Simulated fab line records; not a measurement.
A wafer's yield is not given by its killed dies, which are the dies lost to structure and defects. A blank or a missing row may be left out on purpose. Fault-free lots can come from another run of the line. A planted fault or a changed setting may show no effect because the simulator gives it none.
Split-lot study :: flow n5_finfet :: 7 lots, 21 wafers read, on a route of 1938 steps

== ON THE SPLIT ==
At N5_BEOL_M0_SAQP_PECVD_03 (deposits SiCN from 3MS/NH3, target thk 12 nm, time 21.1 s), the setting time_s was moved away from the recipe's 21.1 s on 4 of the 21 wafers read, by +5.8% to +10.6%. All remaining wafers had this setting at the recipe value.

== FROM THE SPLIT TO THE READING: what the file shows between them, 4 steps ==
- N5_BEOL_M0_SAQP_PECVD_96: deposits a-Si from SiH4/He, target thk 45 nm, time 45.2 s
- N5_BEOL_M0_SAQP_PECVD_97: deposits SiNx from SiH4/NH3/N2, target thk 23 nm, time 19.9 s
- N5_BEOL_M0_SAQP_ETCH_101: etches SiNx in CH3F/O2, target depth 29.9 nm, time 42.7 s
- N5_BEOL_M0_SAQP_ETCH_102: etches SiO2 in CF4, target depth 4 nm, time 4.4 s

== THE READING ==
SiCN_of_BEOL_M0_SAQP_PECVD_03.thk_nm (the simulator's own value, which no gauge read), in nm, at N5_BEOL_M0_SAQP_MANDREL_ETCH_103 (etches a-Si in HBr/Cl2, stops on SiCN, target depth 45 nm, bt time 10 s, time 27 s). The file gives no usual value for it. Average 8.9 nm, standard deviation 0.16 nm, over the 17 wafers here run with the recipe.

wafer: L074.2
tool, chamber at the split: pecvd-04, 1,0,2
time_s as run, s: 21.1
against the recipe: recipe
SiCN_of_BEOL_M0_SAQP_PECVD_03.thk_nm, nm: 8.8
against lot-mates on the recipe: -

wafer: L074.3
tool, chamber at the split: pecvd-04, 1,0,2
time_s as run, s: 21.1
against the recipe: recipe
SiCN_of_BEOL_M0_SAQP_PECVD_03.thk_nm, nm: 9
against lot-mates on the recipe: -

wafer: L074.4
tool, chamber at the split: pecvd-04, 1,0,2
time_s as run, s: 21.1
against the recipe: recipe
SiCN_of_BEOL_M0_SAQP_PECVD_03.thk_nm, nm: 9
against lot-mates on the recipe: -

wafer: L079.3
tool, chamber at the split: pecvd-04, 0
time_s as run, s: 21.1
against the recipe: recipe
SiCN_of_BEOL_M0_SAQP_PECVD_03.thk_nm, nm: 9
against lot-mates on the recipe: -

wafer: L079.4
tool, chamber at the split: pecvd-04, 0
time_s as run, s: 21.1
against the recipe: recipe
SiCN_of_BEOL_M0_SAQP_PECVD_03.thk_nm, nm: 9
against lot-mates on the recipe: -

wafer: L079.5
tool, chamber at the split: pecvd-04, 2
time_s as run, s: 21.1
against the recipe: recipe
SiCN_of_BEOL_M0_SAQP_PECVD_03.thk_nm, nm: 8.8
against lot-mates on the recipe: -

wafer: L081.1
tool, chamber at the split: pecvd-01, 1
time_s as run, s: 23.34
against the recipe: +10.6%
SiCN_of_BEOL_M0_SAQP_PECVD_03.thk_nm, nm: 10.2
against lot-mates on the recipe: +1.5

wafer: L081.3
tool, chamber at the split: pecvd-01, 2
time_s as run, s: 21.1
against the recipe: recipe
SiCN_of_BEOL_M0_SAQP_PECVD_03.thk_nm, nm: 8.6
against lot-mates on the recipe: -

wafer: L081.5
tool, chamber at the split: pecvd-01, 2
time_s as run, s: 21.1
against the recipe: recipe
SiCN_of_BEOL_M0_SAQP_PECVD_03.thk_nm, nm: 8.8
against lot-mates on the recipe: -

wafer: L082.1
tool, chamber at the split: pecvd-02, 1
time_s as run, s: 21.1
against the recipe: recipe
SiCN_of_BEOL_M0_SAQP_PECVD_03.thk_nm, nm: 8.8
against lot-mates on the recipe: -

wafer: L082.4
tool, chamber at the split: pecvd-02, 1
time_s as run, s: 21.1
against the recipe: recipe
SiCN_of_BEOL_M0_SAQP_PECVD_03.thk_nm, nm: 8.8
against lot-mates on the recipe: -

wafer: L082.2
tool, chamber at the split: pecvd-02, 2
time_s as run, s: 21.1
against the recipe: recipe
SiCN_of_BEOL_M0_SAQP_PECVD_03.thk_nm, nm: 8.6
against lot-mates on the recipe: -

wafer: L083.2
tool, chamber at the split: pecvd-02, 0
time_s as run, s: 22.89
against the recipe: +8.5%
SiCN_of_BEOL_M0_SAQP_PECVD_03.thk_nm, nm: 9.8
against lot-mates on the recipe: +0.8

wafer: L083.4
tool, chamber at the split: pecvd-02, 0
time_s as run, s: 22.89
against the recipe: +8.5%
SiCN_of_BEOL_M0_SAQP_PECVD_03.thk_nm, nm: 10
against lot-mates on the recipe: +1.0

wafer: L083.5
tool, chamber at the split: pecvd-02, 2
time_s as run, s: 21.1
against the recipe: recipe
SiCN_of_BEOL_M0_SAQP_PECVD_03.thk_nm, nm: 9
against lot-mates on the recipe: -

wafer: L087.2
tool, chamber at the split: pecvd-04, 1
time_s as run, s: 21.1
against the recipe: recipe
SiCN_of_BEOL_M0_SAQP_PECVD_03.thk_nm, nm: 8.6
against lot-mates on the recipe: -

wafer: L087.4
tool, chamber at the split: pecvd-04, 0,1
time_s as run, s: 21.1
against the recipe: recipe
SiCN_of_BEOL_M0_SAQP_PECVD_03.thk_nm, nm: 8.8
against lot-mates on the recipe: -

wafer: L087.5
tool, chamber at the split: pecvd-04, 0,1
time_s as run, s: 21.1
against the recipe: recipe
SiCN_of_BEOL_M0_SAQP_PECVD_03.thk_nm, nm: 8.8
against lot-mates on the recipe: -

wafer: L097.1
tool, chamber at the split: pecvd-01, 0
time_s as run, s: 21.1
against the recipe: recipe
SiCN_of_BEOL_M0_SAQP_PECVD_03.thk_nm, nm: 9
against lot-mates on the recipe: -

wafer: L097.3
tool, chamber at the split: pecvd-01, 2
time_s as run, s: 22.33
against the recipe: +5.8%
SiCN_of_BEOL_M0_SAQP_PECVD_03.thk_nm, nm: 9.4
against lot-mates on the recipe: +0.3

wafer: L097.6
tool, chamber at the split: pecvd-01, 0
time_s as run, s: 21.1
against the recipe: recipe
SiCN_of_BEOL_M0_SAQP_PECVD_03.thk_nm, nm: 9.2
against lot-mates on the recipe: -
Where a row lists several chambers, the file gives one row for several wafers and doesn't say which wafer went through which chamber.

THE FIT
A straight line over all 21 wafers: SiCN_of_BEOL_M0_SAQP_PECVD_03.thk_nm changes by +0.121 nm for each +1% of time_s; r = +0.93; the points scatter about the line by 0.16 nm.
The same after taking each lot's own level away (the mean of its wafers on the recipe; 21 wafers): +0.115 nm for each +1%; r = +0.94; scatter 0.14 nm.
According to that fit, moving time_s by its largest amount changes the reading by 1.2 nm.
From 8.70 to 9.10 nm: that is the span of the lots' own levels, equal to 2.4 times the standard deviation above.
Consequently the slope shifts little with the lot-to-lot level, the two slopes agreeing.
Check: with one of the wafers moved furthest among these (+10.6%) left out of the fit, the line predicts +1.02 nm for it against its lot-mates. It came out at +1.5 nm against them.

== THESE WAFERS: OTHER SPLITS ==
Before the reading, these wafers also passed through other splits. Each is held against what the fit with the lots' levels taken away leaves over:
other split on the same wafers: N5_MOL_CONTACT_COAG_CVD_140 target_thk_a
wafers away from the commonest value: 6
r with SiCN_of_BEOL_M0_SAQP_PECVD_03.thk_nm (lot level and that fit taken away): +0.09

== THE WHOLE CHAIN: every reading that the file lists as answering this split, in the file's order ==
step: N5_BEOL_M0_SAQP_PECVD_03
what it does: deposits SiCN from 3MS/NH3, target thk 12 nm, time 21.1 s
reading: SiCN_of_BEOL_M0_SAQP_PECVD_03.thk_nm (the simulator's own value, which no gauge read)
change (the file's fit): +0.111 nm for each +1% of the setting
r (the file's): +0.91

step: N5_BEOL_M0_SAQP_MANDREL_ETCH_103
what it does: etches a-Si in HBr/Cl2, stops on SiCN, target depth 45 nm, bt time 10 s, time 27 s
reading: SiCN_of_BEOL_M0_SAQP_PECVD_03.thk_nm (the simulator's own value, which no gauge read)
change (the file's fit): +0.116 nm for each +1% of the setting
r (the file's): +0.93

== THE FILE'S OWN FIT ==
SiCN_of_BEOL_M0_SAQP_PECVD_03.thk_nm changes by +0.116 nm for each +1% of time_s, r = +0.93.
